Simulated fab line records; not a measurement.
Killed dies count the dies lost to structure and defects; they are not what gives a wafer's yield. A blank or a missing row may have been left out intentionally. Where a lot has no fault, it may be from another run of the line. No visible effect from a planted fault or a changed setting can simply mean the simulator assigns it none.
Matching of chambers -- flow nand-harc -- 4 sister chambers for NHARC_A_STAIRCASE_TRIM_187 on rie-diel-05
The step chemistry O2, time 211.2 s. 18 wafers are shown with their chamber, then 9 later ones without.

== WAFERS WITH THEIR CHAMBER ==
wafer,chamber,showerhead-plenum-p-Torr (Torr),drypump-motor-current-A (A),oes-product-au (a.u.)
L074.3,1,3.37,5.73,0.982
L074.4,2,3.51,5.34,0.994
L074.5,2,3.51,5.34,1.008
L075.2,3,3.79,5.80,1.006
L075.4,2,3.51,5.34,1.001
L075.5,0,3.33,5.74,0.997
L077.1,2,3.51,5.35,0.998
L077.4,3,3.79,5.80,1.014
L077.5,1,3.37,5.75,0.995
L079.1,2,3.51,5.33,1.000
L079.4,1,3.37,5.74,0.992
L079.5,1,3.37,5.75,0.991
L084.1,1,3.36,5.74,0.993
L084.3,0,3.32,5.70,1.001
L084.4,2,3.50,5.34,0.997
L082.1,2,3.50,5.36,0.993
L082.2,0,3.32,5.71,1.002
L082.6,0,3.32,5.72,0.995

SIGNATURES (averages over the wafers above)
reading,chamber 0,chamber 1,chamber 2,chamber 3,scatter within a chamber
showerhead-plenum-p-Torr,3.3225,3.3680,3.5071,3.7900,0.00461
drypump-motor-current-A,5.7175,5.7420,5.3429,5.8000,0.011
oes-product-au,0.99875,0.99060,0.99871,1.01000,0.00476
Rule: distance of a wafer from a chamber = root of the sum over the readings of ((wafer's reading minus chamber's mean) / reading's scatter) squared. The wafer belongs to the nearest chamber; if the next one is less than 2 further off, it can't be placed. The scatter: the root of (the sum of the squares of (reading less its chamber's mean) over the shown wafers, divided by (wafers less chambers)).

== WAFERS MISSING THEIR CHAMBER ==
wafer,showerhead-plenum-p-Torr (Torr),drypump-motor-current-A (A),oes-product-au (a.u.)
L093.1,3.77,5.82,1.014
L093.3,3.35,5.73,0.993
L093.5,3.31,5.71,1.006
L094.1,3.31,5.71,1.001
L094.3,3.77,5.77,0.997
L094.6,3.77,5.78,1.002
L095.1,3.31,5.71,1.007
L095.3,3.48,5.35,0.968
L095.5,3.48,5.34,0.990

== WHICH CHAMBER EACH ONE RAN IN ==
wafer,from the rows above,in truth
L093.1,3,3
L093.3,1,1
L093.5,0,0
L094.1,0,0
L094.3,3,3
L094.6,3,3
L095.1,0,0
L095.3,2,2
L095.5,2,2
9 of 9 placed correctly. Left unplaced by these rows: 0. 0 placed wrongly.
